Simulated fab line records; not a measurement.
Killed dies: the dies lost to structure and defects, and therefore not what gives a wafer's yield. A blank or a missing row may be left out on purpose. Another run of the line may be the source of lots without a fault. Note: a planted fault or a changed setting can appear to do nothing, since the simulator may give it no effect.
Which of the tools did it? / flow n5 finfet / 18 wafers from 6 lots sampled at 8 of the route's 1938 steps

== WHAT THE GAUGES SHOWED, per wafer ==
N5_BEOL_M12_OVL_MEAS_29.
lot=L786; measured=day 13 02:31; on=overlay-01; M12_OVL (nm)=-2 -2 -3
lot=L791; measured=day 14 16:10; on=overlay-02; M12_OVL (nm)=5 6 3
lot=L790; measured=day 14 20:40; on=overlay-02; M12_OVL (nm)=6 8 -2
lot=L798; measured=day 16 13:26; on=overlay-02; M12_OVL (nm)=-1 3 10
lot=L799; measured=day 16 14:09; on=overlay-02; M12_OVL (nm)=3 5 -7
lot=L800; measured=day 17 05:10; on=overlay-02; M12_OVL (nm)=0 -5 3

N5_BEOL_M12_OCD_MEAS_35.
lot=L786; measured=day 13 03:08; on=ocd-01; trench depth nm (nm)=322 319 320
lot=L791; measured=day 14 16:44; on=ocd-02; trench depth nm (nm)=322 321 324
lot=L790; measured=day 14 21:15; on=ocd-01; trench depth nm (nm)=322 357 324
lot=L798; measured=day 16 14:01; on=ocd-02; trench depth nm (nm)=315 317 322
lot=L799; measured=day 16 14:56; on=ocd-01; trench depth nm (nm)=330 319 320
lot=L800; measured=day 17 06:08; on=ocd-02; trench depth nm (nm)=318 326 317

N5_BEOL_M12_THK_MEAS_50: measures by xrf.
lot=L786; measured=day 13 07:18; on=film metro-01; M12_THK (nm)=319 317 319
lot=L791; measured=day 14 19:09; on=film metro-01; M12_THK (nm)=321 322 325
lot=L790; measured=day 15 00:30; on=film metro-02; M12_THK (nm)=318 350 318
lot=L798; measured=day 16 17:29; on=film metro-01; M12_THK (nm)=317 317 323
lot=L799; measured=day 16 17:24; on=film metro-02; M12_THK (nm)=328 318 319
lot=L800; measured=day 17 09:24; on=film metro-02; M12_THK (nm)=317 323 314

N5_BEOL_M12_RS_MEAS_54: a four-point-probe measurement.
lot=L786; measured=day 13 07:26; on=film metro-01; M12_RS (ohm/sq)=0.0589 0.0599 0.0593
lot=L791; measured=day 14 19:16; on=film metro-02; M12_RS (ohm/sq)=0.0597 0.0600 0.0592
lot=L790; measured=day 15 00:39; on=film metro-01; M12_RS (ohm/sq)=0.0594 0.0535 0.0590
lot=L798; measured=day 16 17:37; on=film metro-02; M12_RS (ohm/sq)=0.0603 0.0606 0.0593
lot=L799; measured=day 16 17:32; on=film metro-02; M12_RS (ohm/sq)=0.0579 0.0602 0.0602
lot=L800; measured=day 17 09:33; on=film metro-02; M12_RS (ohm/sq)=0.0603 0.0588 0.0604

N5_BEOL_M15_RC_MEAS_101.
lot=L786; measured=day 14 06:07; on=prober-01; etest temp c (C)=24.90 24.94 24.66; COMB_M10 (S/m)=1.4e-11 1.1e-11 1e-11; COMB_M11 (S/m)=1.6e-11 1.5e-11 9e-12; COMB_M12 (S/m)=7.2e-12 5.8e-12 4.5e-12; COMB_M13 (S/m)=3e-12 3.2e-12 3.6e-12; COMB_M14 (S/m)=5e-12 3.7e-12 2.9e-12; COMB_M14_max_site (S/m)=7.3e-12 5.2e-12 3.8e-12; COMB_M15 (S/m)=1.3e-12 2e-12 2.6e-12; COMB_M5 (S/m)=3.7e-11 2.9e-11 3.4e-11; COMB_M5_max_site (S/m)=5.2e-11 4.2e-11 3.8e-11; COMB_M6 (S/m)=2.8e-11 2.2e-11 2.6e-11; COMB_M7 (S/m)=1.8e-11 2.6e-11 2.2e-11; COMB_M8 (S/m)=3.3e-11 2.1e-11 2.7e-11; COMB_M9 (S/m)=1.3e-11 1.5e-11 1.2e-11; SERP_M10 (ohm/um)=3.08 3.00 3.11; SERP_M11 (ohm/um)=3.15 3.09 3.12; SERP_M12 (ohm/um)=0.647 0.645 0.648; SERP_M12_max_site (ohm/um)=0.655 0.656 0.661; SERP_M13 (ohm/um)=0.309 0.312 0.308; SERP_M14 (ohm/um)=0.154 0.158 0.153; SERP_M5 (ohm/um)=39.1 38.7 36.7; SERP_M5_max_site (ohm/um)=41.8 40.1 40.2; SERP_M6 (ohm/um)=13.5 13.4 13.7; SERP_M7 (ohm/um)=12.8 14.4 14.6; SERP_M8 (ohm/um)=13.2 12.9 13.9; SERP_M9 (ohm/um)=3.01 3.05 3.10
lot=L791; measured=day 16 03:14; on=prober-01; etest temp c (C)=24.84 25.06 25.10; COMB_M10 (S/m)=1.1e-11 1.2e-11 1.3e-11; COMB_M11 (S/m)=1.3e-11 2.1e-11 1e-11; COMB_M12 (S/m)=5.3e-12 6.2e-12 6.9e-12; COMB_M13 (S/m)=3.8e-12 5.1e-12 4.7e-12; COMB_M14 (S/m)=2.4e-12 3.4e-12 2.4e-12; COMB_M14_max_site (S/m)=4.5e-12 5.2e-12 5.2e-12; COMB_M15 (S/m)=1.6e-12 1.1e-12 2e-12; COMB_M5 (S/m)=4.1e-11 2.7e-11 4e-11; COMB_M5_max_site (S/m)=6.8e-11 3.9e-11 7e-11; COMB_M6 (S/m)=2.9e-11 2.6e-11 2.2e-11; COMB_M7 (S/m)=2.5e-11 3e-11 2.7e-11; COMB_M8 (S/m)=2.7e-11 2.9e-11 2.2e-11; COMB_M9 (S/m)=1.6e-11 1.8e-11 1.6e-11; SERP_M10 (ohm/um)=2.99 3.12 3.04; SERP_M11 (ohm/um)=3.10 3.04 3.10; SERP_M12 (ohm/um)=0.633 0.622 0.624; SERP_M12_max_site (ohm/um)=0.644 0.636 0.636; SERP_M13 (ohm/um)=0.302 0.305 0.304; SERP_M14 (ohm/um)=0.163 0.157 0.166; SERP_M5 (ohm/um)=41.2 42.1 39.7; SERP_M5_max_site (ohm/um)=42.8 44.0 41.2; SERP_M6 (ohm/um)=13.7 13.5 14.0; SERP_M7 (ohm/um)=14.4 14.4 13.9; SERP_M8 (ohm/um)=13.8 13.6 13.5; SERP_M9 (ohm/um)=3.02 3.01 3.10
lot=L790; measured=day 16 04:35; on=prober-01; etest temp c (C)=25.10 25.10 25.06; COMB_M10 (S/m)=1.3e-11 1.3e-11 1.3e-11; COMB_M11 (S/m)=1.7e-11 1.7e-11 1.1e-11; COMB_M12 (S/m)=3.4e-12 4.8e-12 4.9e-12; COMB_M13 (S/m)=2.5e-12 3.3e-12 4.4e-12; COMB_M14 (S/m)=2.6e-12 2.1e-12 3.7e-12; COMB_M14_max_site (S/m)=3e-12 4.6e-12 5.2e-12; COMB_M15 (S/m)=1.5e-12 2.6e-12 1.5e-12; COMB_M5 (S/m)=3.1e-11 3.5e-11 3e-11; COMB_M5_max_site (S/m)=4.4e-11 4.2e-11 4.8e-11; COMB_M6 (S/m)=2.1e-11 2e-11 2.5e-11; COMB_M7 (S/m)=3.5e-11 2.2e-11 3.1e-11; COMB_M8 (S/m)=2.4e-11 2e-11 2e-11; COMB_M9 (S/m)=1.2e-11 1.2e-11 1e-11; SERP_M10 (ohm/um)=3.08 2.95 2.91; SERP_M11 (ohm/um)=2.99 3.10 3.04; SERP_M12 (ohm/um)=0.639 0.568 0.637; SERP_M12_max_site (ohm/um)=0.647 0.573 0.652; SERP_M13 (ohm/um)=0.317 0.313 0.305; SERP_M14 (ohm/um)=0.163 0.154 0.154; SERP_M5 (ohm/um)=42.4 42.5 43.5; SERP_M5_max_site (ohm/um)=43.4 43.8 45.4; SERP_M6 (ohm/um)=14.0 14.1 14.8; SERP_M7 (ohm/um)=13.7 14.1 13.3; SERP_M8 (ohm/um)=13.4 12.8 13.0; SERP_M9 (ohm/um)=3.15 3.21 3.11
lot=L798; measured=day 17 14:42; on=prober-02; etest temp c (C)=25.14 24.80 24.95; COMB_M10 (S/m)=1.4e-11 1.6e-11 1.5e-11; COMB_M11 (S/m)=1.1e-11 1.4e-11 1.3e-11; COMB_M12 (S/m)=4.7e-12 6.7e-12 6.6e-12; COMB_M13 (S/m)=4.3e-12 4.9e-12 4.7e-12; COMB_M14 (S/m)=4e-12 3.2e-12 3e-12; COMB_M14_max_site (S/m)=5.2e-12 4.5e-12 3.7e-12; COMB_M15 (S/m)=4.3e-12 3.1e-12 3.3e-12; COMB_M5 (S/m)=3.7e-11 4.3e-11 2.7e-11; COMB_M5_max_site (S/m)=4.4e-11 5e-11 4.2e-11; COMB_M6 (S/m)=1.4e-11 2.2e-11 2e-11; COMB_M7 (S/m)=2.3e-11 2.7e-11 2.3e-11; COMB_M8 (S/m)=2.1e-11 2.2e-11 2.3e-11; COMB_M9 (S/m)=1.1e-11 1.2e-11 1.5e-11; SERP_M10 (ohm/um)=2.92 2.94 3.09; SERP_M11 (ohm/um)=2.88 3.06 3.15; SERP_M12 (ohm/um)=0.650 0.637 0.645; SERP_M12_max_site (ohm/um)=0.671 0.652 0.673; SERP_M13 (ohm/um)=0.308 0.297 0.306; SERP_M14 (ohm/um)=0.153 0.160 0.155; SERP_M5 (ohm/um)=41.6 37.8 36.4; SERP_M5_max_site (ohm/um)=42.4 38.7 37.9; SERP_M6 (ohm/um)=12.9 14.2 13.8; SERP_M7 (ohm/um)=13.9 13.5 13.2; SERP_M8 (ohm/um)=13.9 13.9 13.1; SERP_M9 (ohm/um)=3.04 3.05 3.08
lot=L799; measured=day 17 10:58; on=prober-02; etest temp c (C)=24.93 25.06 24.97; COMB_M10 (S/m)=1.6e-11 1.2e-11 1.2e-11; COMB_M11 (S/m)=2e-11 1.5e-11 1.6e-11; COMB_M12 (S/m)=8e-12 7.1e-12 7.6e-12; COMB_M13 (S/m)=5.4e-12 6.2e-12 4.9e-12; COMB_M14 (S/m)=3.1e-12 4e-12 3.7e-12; COMB_M14_max_site (S/m)=4.2e-12 5e-12 4.9e-12; COMB_M15 (S/m)=3.7e-12 3e-12 3.9e-12; COMB_M5 (S/m)=2.6e-11 2.7e-11 2.4e-11; COMB_M5_max_site (S/m)=4.2e-11 3.7e-11 3e-11; COMB_M6 (S/m)=2.3e-11 3e-11 3.2e-11; COMB_M7 (S/m)=2.5e-11 2.4e-11 2.5e-11; COMB_M8 (S/m)=1.7e-11 2.5e-11 3.1e-11; COMB_M9 (S/m)=1.3e-11 1.3e-11 1.7e-11; SERP_M10 (ohm/um)=2.96 2.92 3.00; SERP_M11 (ohm/um)=3.06 2.93 2.99; SERP_M12 (ohm/um)=0.620 0.643 0.641; SERP_M12_max_site (ohm/um)=0.631 0.652 0.650; SERP_M13 (ohm/um)=0.317 0.309 0.302; SERP_M14 (ohm/um)=0.161 0.156 0.158; SERP_M5 (ohm/um)=38.4 35.4 40.7; SERP_M5_max_site (ohm/um)=40.9 37.3 41.7; SERP_M6 (ohm/um)=14.0 13.8 13.2; SERP_M7 (ohm/um)=13.4 13.1 13.0; SERP_M8 (ohm/um)=13.8 13.3 13.8; SERP_M9 (ohm/um)=3.11 3.18 3.00
lot=L800; measured=day 18 08:22; on=prober-01; etest temp c (C)=24.91 24.98 25.04; COMB_M10 (S/m)=1.2e-11 1e-11 1e-11; COMB_M11 (S/m)=1.2e-11 1.6e-11 1.1e-11; COMB_M12 (S/m)=4.3e-12 5.3e-12 4.6e-12; COMB_M13 (S/m)=5.3e-12 4.9e-12 5.7e-12; COMB_M14 (S/m)=2.6e-12 3.8e-12 3e-12; COMB_M14_max_site (S/m)=3.6e-12 6.7e-12 5.2e-12; COMB_M15 (S/m)=1.3e-12 1.1e-12 2.1e-12; COMB_M5 (S/m)=4.3e-11 5.1e-11 4.1e-11; COMB_M5_max_site (S/m)=7.4e-11 7.9e-11 5.4e-11; COMB_M6 (S/m)=2.7e-11 2.6e-11 3.9e-11; COMB_M7 (S/m)=2.1e-11 2.8e-11 2.2e-11; COMB_M8 (S/m)=1.8e-11 2.3e-11 1.9e-11; COMB_M9 (S/m)=9e-12 7e-12 9e-12; SERP_M10 (ohm/um)=3.04 2.98 2.98; SERP_M11 (ohm/um)=3.06 3.02 3.07; SERP_M12 (ohm/um)=0.646 0.621 0.623; SERP_M12_max_site (ohm/um)=0.656 0.633 0.642; SERP_M13 (ohm/um)=0.306 0.298 0.296; SERP_M14 (ohm/um)=0.160 0.159 0.160; SERP_M5 (ohm/um)=38.1 36.5 36.3; SERP_M5_max_site (ohm/um)=40.7 37.5 36.8; SERP_M6 (ohm/um)=14.0 14.1 13.5; SERP_M7 (ohm/um)=14.7 13.2 14.1; SERP_M8 (ohm/um)=14.1 13.1 13.4; SERP_M9 (ohm/um)=3.15 2.99 2.96

== TOOL THAT RAN EACH LOT (tool first, then ch and the chambers of the sampled wafers, then the start) ==
lot=L786; N5_BEOL_M12_STRIP_63=plasma asher-01 ch 0,1, day 13 01:58; N5_BEOL_M12_ETCH_67=rie diel-05 ch 2,3, day 13 02:38; N5_BEOL_M12_TRENCH_ETCH_34=rie diel-05 ch 2,3, day 13 02:58
lot=L791; N5_BEOL_M12_STRIP_63=plasma asher-02 ch 0,1, day 14 15:28; N5_BEOL_M12_ETCH_67=rie diel-05 ch 0,2, day 14 16:15; N5_BEOL_M12_TRENCH_ETCH_34=rie diel-05 ch 0,2, day 14 16:35
lot=L790; N5_BEOL_M12_STRIP_63=plasma asher-01 ch 0,1, day 14 20:07; N5_BEOL_M12_ETCH_67=rie diel-05 ch 0,3, day 14 20:46; N5_BEOL_M12_TRENCH_ETCH_34=rie diel-05 ch 0,3, day 14 21:06
lot=L798; N5_BEOL_M12_STRIP_63=plasma asher-01 ch 0,1, day 16 12:52; N5_BEOL_M12_ETCH_67=rie diel-02 ch 0,2,3, day 16 13:32; N5_BEOL_M12_TRENCH_ETCH_34=rie diel-02 ch 0,2,3, day 16 13:52
lot=L799; N5_BEOL_M12_STRIP_63=plasma asher-01 ch 1, day 16 13:35; N5_BEOL_M12_ETCH_67=rie diel-03 ch 1,2,3, day 16 14:28; N5_BEOL_M12_TRENCH_ETCH_34=rie diel-03 ch 1,2,3, day 16 14:47
lot=L800; N5_BEOL_M12_STRIP_63=plasma asher-01 ch 0,1, day 17 04:35; N5_BEOL_M12_ETCH_67=rie diel-02 ch 0,2,3, day 17 05:40; N5_BEOL_M12_TRENCH_ETCH_34=rie diel-02 ch 0,2,3, day 17 05:59
- N5_BEOL_M12_STRIP_63: strips in N2/H2.
- N5_BEOL_M12_ETCH_67: etches SiARC in CF4, target depth 143 nm, time 238.3 s.
- N5_BEOL_M12_TRENCH_ETCH_34: etches SiOC in C4F8/O2/Ar, target depth 318.95 nm, time 125.5 s.

== WHAT THE TOOLS THEMSELVES READ (means of the sampled wafers that have a number; where no wafer has one, the mark that the record gives instead) ==
N5_BEOL_M12_STRIP_63.
lot=L786; tool=plasma asher-01; drypump motor current A (A)=5.94; heater power w (W)=295; oes product au (a.u.)=0.695; strip time to endpoint s (s)=42.5
lot=L791; tool=plasma asher-02; drypump motor current A (A)=5.35; heater power w (W)=353; oes product au (a.u.)=0.691; strip time to endpoint s (s)=42.1
lot=L790; tool=plasma asher-01; drypump motor current A (A)=5.83; heater power w (W)=300; oes product au (a.u.)=0.695; strip time to endpoint s (s)=43.2
lot=L798; tool=plasma asher-01; drypump motor current A (A)=5.83; heater power w (W)=307; oes product au (a.u.)=0.689; strip time to endpoint s (s)=42.0
lot=L799; tool=plasma asher-01; drypump motor current A (A)=6.01; heater power w (W)=294; oes product au (a.u.)=0.696; strip time to endpoint s (s)=41.4
lot=L800; tool=plasma asher-01; drypump motor current A (A)=5.81; heater power w (W)=300; oes product au (a.u.)=0.694; strip time to endpoint s (s)=43.2

N5_BEOL_M12_ETCH_67.
lot=L786; tool=rie diel-05; drypump motor current A (A)=6.2; etch rf on time s (s)=235; oes product au (a.u.)=0.63; rf vpp V (V)=183.9; showerhead plenum p Torr (Torr)=2.16; throttle valve pct (%)=15.74
lot=L791; tool=rie diel-05; drypump motor current A (A)=5.6; etch rf on time s (s)=235; oes product au (a.u.)=0.74; rf vpp V (V)=183.9; showerhead plenum p Torr (Torr)=2.12; throttle valve pct (%)=15.28
lot=L790; tool=rie diel-05; drypump motor current A (A)=6.3; etch rf on time s (s)=231; oes product au (a.u.)=0.84; rf vpp V (V)=185.1; showerhead plenum p Torr (Torr)=2.19; throttle valve pct (%)=15.36
lot=L798; tool=rie diel-02; drypump motor current A (A)=6.0; etch rf on time s (s)=237; oes product au (a.u.)=0.66; rf vpp V (V)=183.1; showerhead plenum p Torr (Torr)=2.03; throttle valve pct (%)=15.70
lot=L799; tool=rie diel-03; drypump motor current A (A)=5.9; etch rf on time s (s)=233; oes product au (a.u.)=0.74; rf vpp V (V)=183.2; showerhead plenum p Torr (Torr)=2.11; throttle valve pct (%)=15.39
lot=L800; tool=rie diel-02; drypump motor current A (A)=6.0; etch rf on time s (s)=236; oes product au (a.u.)=0.65; rf vpp V (V)=182.8; showerhead plenum p Torr (Torr)=2.03; throttle valve pct (%)=15.71

N5_BEOL_M12_TRENCH_ETCH_34.
lot=L786; tool=rie diel-05; drypump motor current A (A)=6.2; oes product au (a.u.)=0.74; rf vpp V (V)=665.7; showerhead plenum p Torr (Torr)=3.45; throttle valve pct (%)=24.35
lot=L791; tool=rie diel-05; drypump motor current A (A)=5.6; oes product au (a.u.)=0.86; rf vpp V (V)=664.6; showerhead plenum p Torr (Torr)=3.37; throttle valve pct (%)=23.88
lot=L790; tool=rie diel-05; drypump motor current A (A)=6.3; oes product au (a.u.)=0.97; rf vpp V (V)=667.8; showerhead plenum p Torr (Torr)=3.50; throttle valve pct (%)=24.09
lot=L798; tool=rie diel-02; drypump motor current A (A)=6.1; oes product au (a.u.)=0.76; rf vpp V (V)=661.5; showerhead plenum p Torr (Torr)=3.24; throttle valve pct (%)=24.29
lot=L799; tool=rie diel-03; drypump motor current A (A)=5.9; oes product au (a.u.)=0.86; rf vpp V (V)=663.5; showerhead plenum p Torr (Torr)=3.37; throttle valve pct (%)=24.03
lot=L800; tool=rie diel-02; drypump motor current A (A)=6.0; oes product au (a.u.)=0.76; rf vpp V (V)=661.1; showerhead plenum p Torr (Torr)=3.24; throttle valve pct (%)=24.28

== THE ANSWER, worked out from the rows above alone ==
Rule: usual is defined by the lots themselves. The widest of any qualifying gaps counts: lots, ordered by their means at a reading, are off when they make up no more than a third of the lots, leave a main group of 4 or more, and stand apart from it by 3 or more times the standard deviation of that group's means. A main group whose means are all the same, to the digits that the tables above print for the reading, isn't used. A lot without any number at a reading at which 4 lots or more have one is off too. All remaining lots with rows at the step are treated as sound. The gauges are gone through in route order, then the tools' own readings, and for those a lot's mean is taken as printed above. At the first step where some lot is off, the reading lying furthest off is the one used; lots without a number count as furthest.
Off at N5_BEOL_M12_OCD_MEAS_35 (trench depth nm): L790. For the main group the mean is 321 nm and the standard deviation 1.8.
If a tool, at a process step before that reading, ran all the lots that are off and no sound lot after the first of them, it fits. Not tried: the gauges at N5_BEOL_M12_OCD_MEAS_35; whatever is off there is also off at N5_BEOL_M12_THK_MEAS_50, on other tools, and gauge error can't account for it. One fits: rie diel-05 at N5_BEOL_M12_ETCH_67 and N5_BEOL_M12_TRENCH_ETCH_34. At N5_BEOL_M12_ETCH_67 its last sound lot is L791 (day 14 16:15), its first lot that is off L790 (day 14 20:46): a fault that began between those two fits.

== WHAT THE SIMULATOR HAD PUT IN ==
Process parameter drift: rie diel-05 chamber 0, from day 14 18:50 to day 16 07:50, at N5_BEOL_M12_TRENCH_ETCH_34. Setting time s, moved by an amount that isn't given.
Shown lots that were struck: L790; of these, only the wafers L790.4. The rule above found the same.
